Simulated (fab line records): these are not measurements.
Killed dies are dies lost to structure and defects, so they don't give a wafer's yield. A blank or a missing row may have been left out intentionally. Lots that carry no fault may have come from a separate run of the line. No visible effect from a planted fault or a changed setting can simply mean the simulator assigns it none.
A lot that was struck, set against a sound lot -- flow n5 finfet -- 16 steps out of a route of 1938
Sound: wafers L953.3, L953.4, L953.6. Wafers struck: L956.4, L956.5, L956.6. The cause is named last.
Each step with rows lists, per side, the tool, then ch with its chambers, then its first start. Under that, the readings that differ: sound wafers -- struck wafers -- difference of the means -- sigmas: that difference in standard deviations of wafers without a fault.
alike: readings with means less than 2 such deviations apart, plus words and numbers identical on both sides. not compared: withheld readings, readings lacking a value on some wafer, bounds such as >300 that could conceal the same value, and numbers that have no deviation in the record and whose values overlap.
A row with sigmas, a row that says differs or no value, or rows on one side alone: a step with any of these is where the two part. Numbers that don't overlap but have no deviation are shown without sigmas and don't part them. Lack of a reading on every wafer of one side parts them only where that side has two or more wafers.

N5_SD_EPI_N_CD_MEAS_09 targets a cd of 120 nm.
  sound on cd sem-02 ch 0, day 4 09:54; struck on cd sem-02 ch 0, day 5 03:13
  alike: cd nm
N5_SD_EPI_N_OVL_MEAS_10:
  sound on overlay-02 ch 0, day 4 09:56; struck on overlay-01 ch 0, day 5 03:15
  alike: SD_N_BLK_OVL
N5_SD_EPI_N_INSPECT_11: inspects for defects (macro).
  sound on defect inspect-02, day 4 09:57; struck on defect inspect-02, day 5 03:34
  alike: raw defect count
N5_SD_EPI_N_DESCUM_14: chemistry O2, time 7.9 s.
  sound on rie diel-06 ch 0,1, day 4 09:59; struck on rie diel-05 ch 0,1,2, day 5 03:35
  alike: drypump motor current A, oes product au, rf vpp V, showerhead plenum p Torr, throttle valve pct
  not compared: rf hours counter h
then, 1 step without rows for these wafers: N5_SD_EPI_N_ETCH_34 (etches SiARC in CF4, target depth 45.5 nm, time 75.8 s).
N5_SD_EPI_N_ETCH_35: etches SOC in N2/H2, overetch 108 nm, time 486 s.
  sound on rie diel-06 ch 0,1, day 4 10:05; struck on rie diel-05 ch 0,1,2, day 5 03:41
  alike: bias w, drypump motor current A, oes product au, rf vpp V, showerhead plenum p Torr, throttle valve pct
  not compared: rf hours counter h
then, 2 steps without rows for these wafers: N5_SD_EPI_N_STRIP_36 (strips in N2/H2); N5_SD_EPI_N_ETCHBACK_44 (etches SiNx in CH3F/O2, stops on SiO2, target depth 14.5 nm).
N5_SD_EPI_N_ETCH_45: etches SiOCN in CH3F/O2, target depth 6 nm.
  sound on rie diel-06 ch 0,1, day 4 10:30; struck on rie diel-05 ch 0,1,2, day 5 04:07
  alike: bias w, drypump motor current A, oes product au, rf vpp V, showerhead plenum p Torr, throttle valve pct
  not compared: rf hours counter h
N5_SD_EPI_N_ETCH_16: etches SiO2 in CHF3/O2, target depth 5 nm.
  sound on rie diel-06 ch 0,1, day 4 10:36; struck on rie diel-05 ch 0,1,2, day 5 04:13
  alike: bias w, drypump motor current A, oes_o_777_au, oes product au, rf vpp V, showerhead plenum p Torr, throttle valve pct
  not compared: rf hours counter h
then, 1 step without rows for these wafers: N5_SD_EPI_N_STRIP_47 (strips in CHF3/O2).
N5_SD_EPI_N_SD_RECESS_17: chemistry HBr/Cl2/O2, target depth 41 nm, time 23.7 s, bt time 3 s.
  sound on rie si-05 ch 1,2, day 4 10:41; struck on rie si-05 ch 1,2, day 5 04:17
  alike: bias w, drypump motor current A, oes_o_777_au, oes product au, throttle valve pct
  not compared: rf hours counter h
N5_SD_EPI_N_STRIP_38: strips in N2/H2.
  sound on plasma asher-02 ch 0,1, day 4 10:47; struck on plasma asher-02 ch 0,1, day 5 04:23
  no value came back on the struck wafers for drypump motor current A (A), h2 flow sccm (sccm), heater power w (W), oes product au (a.u.); on the sound wafers drypump motor current A (A) reads 4.9 6.1 6.1
  not compared: rf hours counter h
then, 1 step without rows for these wafers: N5_SD_EPI_N_WET_ETCH_43 (etches SiO2 in dHF, time 14 s, target depth 1.5 nm).
-- a jump in the record: the struck wafers' starts before and after are 6 days apart (it breaks off in module SD_EPI_N and resumes in module BEOL_M4, where the first step shown is number 1111 of the route) --
N5_BEOL_M4_RC_MEAS_101:
  sound on prober-02 ch 0, day 9 14:00; struck on prober-01 ch 0, day 10 16:30
  alike: DIBL_N, DIBL_P, IOFF_N, IOFF_P, ION_N, ION_P, SS_N, SS_P, VT_N, VT_P
N5_PASSIVATION_PROBE_49:
  the record has rows for the sound wafers here (prober-01, day 14 06:23) and none for the struck ones

## WHERE THEY PART
Last at N5_PASSIVATION_PROBE_49 as far as this record goes, first at N5_SD_EPI_N_STRIP_38.

WHY: what the simulator had put in
Entire step skipped (plasma asher-02, N5_SD_EPI_N_STRIP_38), from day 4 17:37 onward. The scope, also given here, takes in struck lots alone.
